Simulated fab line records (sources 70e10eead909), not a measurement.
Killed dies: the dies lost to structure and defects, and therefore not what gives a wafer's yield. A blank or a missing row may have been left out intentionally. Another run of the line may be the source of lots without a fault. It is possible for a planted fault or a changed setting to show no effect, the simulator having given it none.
Tool commonality check ; flow nand_harc ; Sampled: 13 lots, 48 wafers

== THE REASON FOR OPENING IT ==
At NHARC_P_BONDPAD_THK_MEAS_20 the reading thk_nm is flagged on 3 of 13 lots. Wafers without a fault read 161.1 nm, standard deviation 1.3.
Rule: a lot is flagged in two cases, either no wafer of it has a number, or all its wafers with numbers fall more than 4 standard deviations from that mean. The other lots count as sound.

lot;measured;on;thk_nm (nm), wafer by wafer;flag
L134;day 6 15:56;film_metro-02;162.1 161.1 161.4;
L136;day 7 16:44;film_metro-02;161.8 159.7 159.3;
L137;day 8 02:50;film_metro-02;162.8 162.8 162.3;
L140;day 9 00:33;film_metro-02;161.4 159.7 161.6;
L147;day 12 04:06;film_metro-01;31.2 29.6 30.2 33.4 29.2 30.7;FLAGGED
L149;day 12 20:13;film_metro-02;30.0 30.3 31.9 31.0 30.2 30.0;FLAGGED
L148;day 12 21:25;film_metro-02;30.0 30.5 30.9 31.0 29.4 30.0;FLAGGED
L150;day 13 06:19;film_metro-02;160.0 159.5 160.9;
L151;day 13 17:05;film_metro-01;161.7 161.9 163.0;
L152;day 14 02:01;film_metro-02;162.6 161.9 161.7;
L153;day 14 18:52;film_metro-02;160.9 161.9 162.0;
L154;day 15 00:38;film_metro-02;161.1 161.2 160.2;
L155;day 15 11:40;film_metro-02;160.3 159.5 161.3;
Averaged over the flagged lots the numbers come to 30.5 nm, -130.6 nm from the usual (-99 or more standard deviations).

== EACH LOT AND THE TOOL IT RAN ON ==
Before the reading, the record contains 4 process steps out of a 1302-step route. Cell contents, in order: the tool; ch with the chambers the sampled wafers went through; the start.
lot;flag;NHARC_P_BONDPAD_ETCH_12;NHARC_P_BONDPAD_STRIP_15;NHARC_P_BONDPAD_DEGAS_25;NHARC_P_BONDPAD_ECD_18
L134;;rie_diel-11 ch 0,1,3, day 6 13:56 or earlier;rie_diel-02 ch 1,2,3, day 6 13:56;pvd_sputter-03, day 6 14:28;ecd_cu-01 ch 0,1, day 6 14:50
L136;;rie_diel-11 ch 1,2,3, day 7 14:46 or earlier;rie_diel-06 ch 0,3, day 7 14:46;pvd_sputter-03, day 7 15:20;ecd_cu-01 ch 0,1, day 7 15:44
L137;;rie_diel-11 ch 2,3, day 8 00:56 or earlier;rie_diel-02 ch 0,2,3, day 8 00:56;pvd_sputter-01, day 8 01:26;ecd_cu-01 ch 0,1, day 8 01:53
L140;;rie_diel-06 ch 0,3, day 8 22:35 or earlier;rie_diel-06 ch 0,1,3, day 8 22:35;pvd_sputter-03, day 8 23:08;ecd_cu-01 ch 0,1, day 8 23:30
L147;FLAGGED;rie_diel-11 ch 2,3, day 12 02:10 or earlier;rie_diel-11 ch 0,2,3, day 12 02:10;pvd_sputter-03, day 12 02:42;ecd_cu-02 ch 0,1, day 12 03:03
L149;FLAGGED;rie_diel-06 ch 0,1,3, day 12 18:15 or earlier;rie_diel-02 ch 0,1,2, day 12 18:15;pvd_sputter-01, day 12 18:49;ecd_cu-02 ch 0,1, day 12 19:10
L148;FLAGGED;rie_diel-06 ch 1,3, day 12 19:08 or earlier;rie_diel-02 ch 0,1,3, day 12 19:08;pvd_sputter-01, day 12 19:42;ecd_cu-01 ch 0,1, day 12 20:26
L150;;rie_diel-06 ch 1,2,3, day 13 04:21 or earlier;rie_diel-02 ch 0,3, day 13 04:21;pvd_sputter-02, day 13 04:55;ecd_cu-02 ch 1, day 13 05:19
L151;;rie_diel-06 ch 0,2,3, day 13 15:04 or earlier;rie_diel-11 ch 0,1,3, day 13 15:04;pvd_sputter-01, day 13 15:40;ecd_cu-01 ch 0,1, day 13 16:02
L152;;rie_diel-11 ch 0,2, day 14 00:04 or earlier;rie_diel-02 ch 0,3, day 14 00:04;pvd_sputter-03, day 14 00:37;ecd_cu-02 ch 0,1, day 14 00:57
L153;;rie_diel-11 ch 0,2,3, day 14 16:56 or earlier;rie_diel-02 ch 0,1, day 14 16:56;pvd_sputter-02, day 14 17:28;ecd_cu-02 ch 0,1, day 14 17:49
L154;;rie_diel-06 ch 1,2, day 14 22:43 or earlier;rie_diel-02 ch 0,1, day 14 22:43;pvd_sputter-03, day 14 23:14;ecd_cu-01 ch 0,1, day 14 23:36
L155;;rie_diel-06 ch 0,1,3, day 15 09:43 or earlier;rie_diel-02 ch 0,3, day 15 09:43;pvd_sputter-03, day 15 10:16;ecd_cu-02 ch 0,1, day 15 10:37
These steps, and what they do:
- NHARC_P_BONDPAD_ETCH_12: etches the open film in CHF3/O2, target depth 200 nm, time 100 s.
- NHARC_P_BONDPAD_STRIP_15: strips in O2.
- NHARC_P_BONDPAD_DEGAS_25: time 60 s.
- NHARC_P_BONDPAD_ECD_18: material Cu, target thk 400 nm.
- NHARC_P_BONDPAD_THK_MEAS_20: measures by xrf.

== FLAGGED AGAINST TOTAL, ONE TOOL AT A TIME (gauges that did the reading follow at the end) ==
step;tool;lots run;flagged;share of the flagged lots;sound lots run after its first flagged lot
NHARC_P_BONDPAD_ETCH_12;rie_diel-06;7;2;some;4 (L150,L151,L154,L155)
NHARC_P_BONDPAD_ETCH_12;rie_diel-11;6;1;some;2 (L152,L153)
NHARC_P_BONDPAD_STRIP_15;rie_diel-02;9;2;some;5 (L150,L152,L153,L154,L155)
NHARC_P_BONDPAD_STRIP_15;rie_diel-06;2;0;none;-
NHARC_P_BONDPAD_STRIP_15;rie_diel-11;2;1;some;1 (L151)
NHARC_P_BONDPAD_DEGAS_25;pvd_sputter-01;4;2;some;1 (L151)
NHARC_P_BONDPAD_DEGAS_25;pvd_sputter-02;2;0;none;-
NHARC_P_BONDPAD_DEGAS_25;pvd_sputter-03;7;1;some;3 (L152,L154,L155)
NHARC_P_BONDPAD_ECD_18;ecd_cu-01;7;1;some;2 (L151,L154)
NHARC_P_BONDPAD_ECD_18;ecd_cu-02;6;2;some;4 (L150,L152,L153,L155)
NHARC_P_BONDPAD_THK_MEAS_20;film_metro-01;2;1;some;1 (L151)
NHARC_P_BONDPAD_THK_MEAS_20;film_metro-02;11;2;some;5 (L150,L152,L153,L154,L155)
Because NHARC_P_BONDPAD_ETCH_12 lacks a start for some lots, the hours and order of its lots are taken from NHARC_P_BONDPAD_STRIP_15.

== WHAT THE TABLE PERMITS ==
No row of the table ran every flagged lot.

== WHAT THE SIMULATOR PUT IN ==
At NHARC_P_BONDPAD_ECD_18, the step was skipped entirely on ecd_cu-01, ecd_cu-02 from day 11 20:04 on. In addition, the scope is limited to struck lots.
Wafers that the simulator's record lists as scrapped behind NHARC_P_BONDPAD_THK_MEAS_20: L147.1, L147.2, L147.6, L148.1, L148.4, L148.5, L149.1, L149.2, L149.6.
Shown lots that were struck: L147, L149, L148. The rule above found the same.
